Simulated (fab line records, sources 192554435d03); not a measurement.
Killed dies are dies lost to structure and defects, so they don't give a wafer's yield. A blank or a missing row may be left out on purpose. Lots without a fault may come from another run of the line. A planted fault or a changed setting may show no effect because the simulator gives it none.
Chamber matching | flow n5_finfet | N5_BEOL_M13_DESCUM_15 on rie_diel-01: 4 sister chambers
The step chemistry O2, time 7.9 s. 8 wafers are shown with their chamber, then 7 later ones without.

WAFERS WITH THEIR CHAMBER
wafer  | chamber | drypump_motor_current_A (A) | showerhead_plenum_p_Torr (Torr)
L572.4 | 1       | 5.8                         | 2.14
L570.4 | 3       | 4.6                         | 2.15
L570.6 | 2       | 4.9                         | 2.09
L584.2 | 2       | 5.0                         | 2.08
L584.3 | 0       | 5.5                         | 2.16
L584.5 | 3       | 4.6                         | 2.15
L583.1 | 0       | 5.5                         | 2.16
L583.2 | 1       | 5.8                         | 2.13

WAFERS WITHOUT THEIR CHAMBER
wafer  | drypump_motor_current_A (A) | showerhead_plenum_p_Torr (Torr)
L583.5 | 4.6                         | 2.15
L582.3 | 5.7                         | 2.13
L582.4 | 4.6                         | 2.15
L582.5 | 5.5                         | 2.16
L587.1 | 5.8                         | 2.13
L587.4 | 4.6                         | 2.14
L587.6 | 5.4                         | 2.16

WHICH CHAMBER EACH WENT THROUGH
wafer  | from the rows above | in truth
L583.5 | 3                   | 3
L582.3 | 1                   | 1
L582.4 | 3                   | 3
L582.5 | 0                   | 0
L587.1 | 1                   | 1
L587.4 | 3                   | 3
L587.6 | 0                   | 0
Placed correctly: 7 of 7. Can't be placed from these rows: 0. Placed wrongly: 0.
How it was worked out, from the rows above alone: a wafer's distance from a chamber is the root of the sum, over the readings, of the square of ((its reading less the chamber's mean) divided by the reading's scatter). The wafer belongs to the nearest chamber; if the next one is less than 2 further off, it can't be placed. A chamber's mean is the mean of its shown wafers. The scatter: the root of (the sum of the squares of (reading less its chamber's mean) over the shown wafers, divided by (wafers less chambers)).
